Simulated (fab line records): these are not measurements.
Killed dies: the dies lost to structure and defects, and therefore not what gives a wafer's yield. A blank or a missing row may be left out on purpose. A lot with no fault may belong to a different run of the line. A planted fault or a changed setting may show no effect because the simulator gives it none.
Matching of chambers :: flow n5-finfet :: N5_BEOL_M4_ILD_DEP_00 on pecvd-01 has 3 sister chambers
The step deposits SiOC from DEMS/O2, target thk 79 nm, time 15.3 s. 6 wafers are shown with their chamber, then 7 later ones without.

## WAFERS, EACH WITH ITS CHAMBER
wafer: L313.1
chamber: 1
throttle-valve-pct (%): 13.1
heater-power-w (W): 439

wafer: L313.2
chamber: 0
throttle-valve-pct (%): 12.2
heater-power-w (W): 435

wafer: L313.6
chamber: 2
throttle-valve-pct (%): 12.2
heater-power-w (W): 467

wafer: L320.3
chamber: 0
throttle-valve-pct (%): 12.4
heater-power-w (W): 400

wafer: L320.5
chamber: 1
throttle-valve-pct (%): 12.8
heater-power-w (W): 513

wafer: L322.1
chamber: 2
throttle-valve-pct (%): 12.0
heater-power-w (W): 372

## WAFERS MISSING THEIR CHAMBER
wafer: L322.4
throttle-valve-pct (%): 12.2
heater-power-w (W): 397

wafer: L322.5
throttle-valve-pct (%): 12.1
heater-power-w (W): 398

wafer: L321.1
throttle-valve-pct (%): 12.8
heater-power-w (W): 524

wafer: L321.4
throttle-valve-pct (%): 12.9
heater-power-w (W): 429

wafer: L321.6
throttle-valve-pct (%): 12.1
heater-power-w (W): 448

wafer: L323.3
throttle-valve-pct (%): 12.1
heater-power-w (W): 426

wafer: L323.6
throttle-valve-pct (%): 12.1
heater-power-w (W): 436

## WHICH CHAMBER EACH WENT THROUGH
wafer: L322.4
from the rows above: can't be placed: 0 or 2
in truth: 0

wafer: L322.5
from the rows above: can't be placed: 2 or 0
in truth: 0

wafer: L321.1
from the rows above: 1
in truth: 1

wafer: L321.4
from the rows above: 1
in truth: 1

wafer: L321.6
from the rows above: can't be placed: 2 or 0
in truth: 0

wafer: L323.3
from the rows above: can't be placed: 2 or 0
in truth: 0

wafer: L323.6
from the rows above: can't be placed: 2 or 0
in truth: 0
Correct placement for 2 of the 7. Not placeable from these rows: 5 (in 5, the candidates include the true chamber). Number placed wrongly: 0.
How it was worked out, from the rows above alone: a wafer's distance from a chamber is the root of the sum, over the readings, of the square of ((its reading less the chamber's mean) divided by the reading's scatter). If the next closest chamber is less than 2 further off than the closest, the wafer can't be placed; otherwise it belongs to the closest. For every chamber, the mean is computed from those of its wafers that are shown. The scatter: take each reading less its chamber's mean, square it, sum over the shown wafers, divide by the number of wafers less the number of chambers, and take the root.
